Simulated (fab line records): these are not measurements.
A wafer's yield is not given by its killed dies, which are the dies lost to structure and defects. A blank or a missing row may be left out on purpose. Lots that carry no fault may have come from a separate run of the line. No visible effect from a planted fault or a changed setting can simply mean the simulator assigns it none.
Matching of chambers + flow n5_finfet + N5_PMOS_HMC_CHANNEL_EPI_HM_OPEN_15 on rie_diel-05: 4 sister chambers
The step chemistry CHF3/O2, target SiO2, target depth 40.6 nm, time 20.3 s. 4 wafers are shown with their chamber, then 12 later ones without.

## WAFERS WITH THEIR CHAMBER
| wafer  | chamber | showerhead_plenum_p_Torr (Torr) |
|--------|---------|---------------------------------|
| L081.3 | 2       | 2.55                            |
| L089.1 | 3       | 2.39                            |
| L089.2 | 1       | 2.56                            |
| L089.4 | 0       | 2.36                            |

## WAFERS MISSING THEIR CHAMBER
| wafer  | showerhead_plenum_p_Torr (Torr) |
|--------|---------------------------------|
| L091.3 | 2.36                            |
| L091.4 | 2.39                            |
| L091.6 | 2.54                            |
| L092.4 | 2.39                            |
| L092.5 | 2.39                            |
| L092.6 | 2.54                            |
| L095.1 | 2.39                            |
| L095.2 | 2.54                            |
| L095.3 | 2.55                            |
| L096.1 | 2.54                            |
| L096.3 | 2.39                            |
| L096.4 | 2.55                            |

## THE CHAMBER EACH PASSED THROUGH
| wafer  | from the rows above     | in truth |
|--------|-------------------------|----------|
| L091.3 | 0                       | 0        |
| L091.4 | 3                       | 3        |
| L091.6 | can't be placed: 2 or 1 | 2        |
| L092.4 | 3                       | 3        |
| L092.5 | 3                       | 3        |
| L092.6 | can't be placed: 2 or 1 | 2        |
| L095.1 | 3                       | 3        |
| L095.2 | can't be placed: 2 or 1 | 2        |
| L095.3 | can't be placed: 2 or 1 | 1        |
| L096.1 | can't be placed: 2 or 1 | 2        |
| L096.3 | 3                       | 3        |
| L096.4 | can't be placed: 2 or 1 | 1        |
6 of 12 placed correctly. These rows do not allow placing 6 (true chamber among the candidates in 6). Placed wrongly: 0.
How it was worked out, from the rows above alone: a wafer's distance from a chamber is the root of the sum, over the readings, of the square of ((its reading less the chamber's mean) divided by the reading's scatter). The wafer belongs to the nearest chamber; if the next one is less than 2 further off, it can't be placed. A chamber's mean is the mean of its shown wafers. The scatter (one wafer shown for each chamber): square how far every hidden wafer sits from the nearest shown wafer, average those squares and take the square root.
